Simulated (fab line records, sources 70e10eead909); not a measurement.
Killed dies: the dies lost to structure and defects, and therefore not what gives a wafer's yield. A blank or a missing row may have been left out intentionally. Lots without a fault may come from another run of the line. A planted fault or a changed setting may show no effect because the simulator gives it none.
Problem report, 8D (eight disciplines) form, completed by code :: flow nand harc :: the parts of the form that need people (team, actions taken, sign-off) are left out

1. WHAT WENT WRONG
At NHARC_P_CONTACT_CMP_24, time to endpoint s averages 63 s over 4 wafers from 3 lots, while fault-free wafers read 40 s, standard deviation 3.1. That puts it +7.3 standard deviations away from the usual mean.
The step: polishes, t overpolish 30 s, target thk 200 nm.
Seen first at day 12 06:22 on cmp-02, wafer L378.3. At this step, 36 wafers from 12 lots have a number in the record. Rule for "out", or "out of limits": more than 4 standard deviations from the usual mean. All remaining wafers that have a number are taken as sound.

2. WHAT IT IS; WHAT IT IS NOT
question: which readings at this step
is: time to endpoint s
is not: motor current A, retaining ring pressure frac, slurry filter dp kPa

question: which lots
is: L378, L379, L381
is not: L364, L366, L368, L369, L371, L372, L374, L376, L377

question: which wafers of those lots
is: L378.3, L379.5, L381.1, L381.5
is not: L378.2, L378.6, L379.4, L379.6, L381.6

question: read on which tools
is: cmp-01, cmp-02, cmp-03
is not: -

question: when
is: from day 12 06:22
is not: up to then (29 sound wafers); but 3 sound wafers of L379, L381 came after

3. WHAT RULES OUT EACH SUSPECT
Counting: any tool at a process step up to the reading remains a suspect provided it ran every lot that is out. Sound lots after the first of them don't rule it out here, since some wafers of a struck lot are sound.
- cvd w-01 at NHARC_P_CONTACT_CVD_23 (deposits W, target thk 200 nm, time 557 s): kept. Ran every lot that is out, first one L378 (day 12 05:41); last sound lot up to then L376 (day 11 02:07).
After counting, what remains is cvd w-01 at NHARC_P_CONTACT_CVD_23.

4. THE CAUSE (what the simulator had put in)
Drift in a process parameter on cvd w-01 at NHARC_P_CONTACT_CVD_23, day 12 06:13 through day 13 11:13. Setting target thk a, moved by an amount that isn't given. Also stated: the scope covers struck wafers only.
This tool alone remained once counting was done.

5. THE CHAIN OF EFFECTS, in route order
Each row: a reading where the mean over the struck wafers with a number is more than 3 standard deviations away from the usual. Readings are gone through only where the record gives a usual standard deviation; hours: the median, over the lots, of the time from a lot's start at the first step in this table giving one to that lot's start at this step; sigmas: the change measured in usual standard deviations.
hours: 0
step: NHARC_P_CONTACT_CMP_24
reading: time to endpoint s
usual: 40 s
on struck wafers: 63
change: +23
sigmas: +7.3
Process steps it contains:
- NHARC_P_CONTACT_CMP_24: polishes, t overpolish 30 s, target thk 200 nm.
Later steps that measure or inspect, where all struck wafers having a row at the step show a number for every such reading and not one has moved that far: NHARC_P_M0_INSPECT_11.

6. WHAT WOULD HAVE CAUGHT IT SOONER
First out-of-limits reading in this record: day 12 06:22, which is 0 hours after fault onset at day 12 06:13.
No tool reading at NHARC_P_CONTACT_CVD_23 that has a usual standard deviation in the record was out on any struck wafer, so an alarm limit of 4 standard deviations on those readings would not have fired.
Of the lots that are out (3), L379, L381 began NHARC_P_CONTACT_CVD_23 on cvd w-01 after day 12 06:22. A hold on the tool at that time would have spared those 2.
